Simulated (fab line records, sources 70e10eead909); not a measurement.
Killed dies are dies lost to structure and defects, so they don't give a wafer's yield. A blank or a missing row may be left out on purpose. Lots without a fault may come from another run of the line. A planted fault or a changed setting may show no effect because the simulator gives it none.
Chamber matching | flow nand_harc | NHARC_P_M2_PRE_CLEAN_32 on pecvd-03: 3 sister chambers
The step time 12 s. 3 wafers are shown with their chamber, then 8 later ones without.

WAFERS WITH THEIR CHAMBER
wafer  | chamber | heater_power_w (W)
L085.2 | 0       | 760
L085.4 | 2       | 566
L087.1 | 1       | 757

WAFERS WITHOUT THEIR CHAMBER
wafer  | heater_power_w (W)
L087.2 | 691
L087.3 | 559
L091.1 | 788
L091.2 | 585
L091.6 | 793
L093.1 | 809
L093.4 | 813
L093.5 | 808

WHICH CHAMBER EACH WENT THROUGH
wafer  | from the rows above          | in truth
L087.2 | can't be placed: 1 or 0 or 2 | 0
L087.3 | 2                            | 2
L091.1 | can't be placed: 0 or 1      | 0
L091.2 | 2                            | 2
L091.6 | can't be placed: 0 or 1      | 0
L093.1 | can't be placed: 0 or 1      | 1
L093.4 | can't be placed: 0 or 1      | 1
L093.5 | can't be placed: 0 or 1      | 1
Placed correctly: 2 of 8. Can't be placed from these rows: 6 (the true chamber is among the candidates in 6). Placed wrongly: 0.
How it was worked out, from the rows above alone: a wafer's distance from a chamber is the root of the sum, over the readings, of the square of ((its reading less the chamber's mean) divided by the reading's scatter). The wafer belongs to the nearest chamber; if the next one is less than 2 further off, it can't be placed. A chamber's mean is the mean of its shown wafers. The scatter: with one shown wafer a chamber, the root of the mean of the squares of how far each hidden wafer lies from its nearest shown one.
